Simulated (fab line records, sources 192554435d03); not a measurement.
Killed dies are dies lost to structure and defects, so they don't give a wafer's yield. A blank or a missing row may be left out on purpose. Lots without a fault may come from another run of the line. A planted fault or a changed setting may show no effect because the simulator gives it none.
Chamber matching | flow n5_finfet | N5_BEOL_M6_DEP_56 on pecvd-02: 3 sister chambers
The step deposits SiCN from 3MS/NH3, target thk 10 nm, time 17.5 s. 3 wafers are shown with their chamber, then 7 later ones without.

WAFERS WITH THEIR CHAMBER
wafer  | chamber | throttle_valve_pct (%)
L912.1 | 2       | 8.7
L917.4 | 1       | 10.3
L917.5 | 0       | 8.5

WAFERS WITHOUT THEIR CHAMBER
wafer  | throttle_valve_pct (%)
L917.6 | 8.5
L922.2 | 10.3
L922.5 | 8.7
L922.6 | 10.0
L923.2 | 8.5
L923.4 | 8.4
L923.5 | 8.8

WHICH CHAMBER EACH WENT THROUGH
wafer  | from the rows above     | in truth
L917.6 | can't be placed: 0 or 2 | 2
L922.2 | 1                       | 1
L922.5 | can't be placed: 2 or 0 | 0
L922.6 | 1                       | 1
L923.2 | can't be placed: 0 or 2 | 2
L923.4 | can't be placed: 0 or 2 | 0
L923.5 | can't be placed: 2 or 0 | 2
Placed correctly: 2 of 7. Can't be placed from these rows: 5 (the true chamber is among the candidates in 5). Placed wrongly: 0.
How it was worked out, from the rows above alone: a wafer's distance from a chamber is the root of the sum, over the readings, of the square of ((its reading less the chamber's mean) divided by the reading's scatter). The wafer belongs to the nearest chamber; if the next one is less than 2 further off, it can't be placed. A chamber's mean is the mean of its shown wafers. The scatter: with one shown wafer a chamber, the root of the mean of the squares of how far each hidden wafer lies from its nearest shown one.
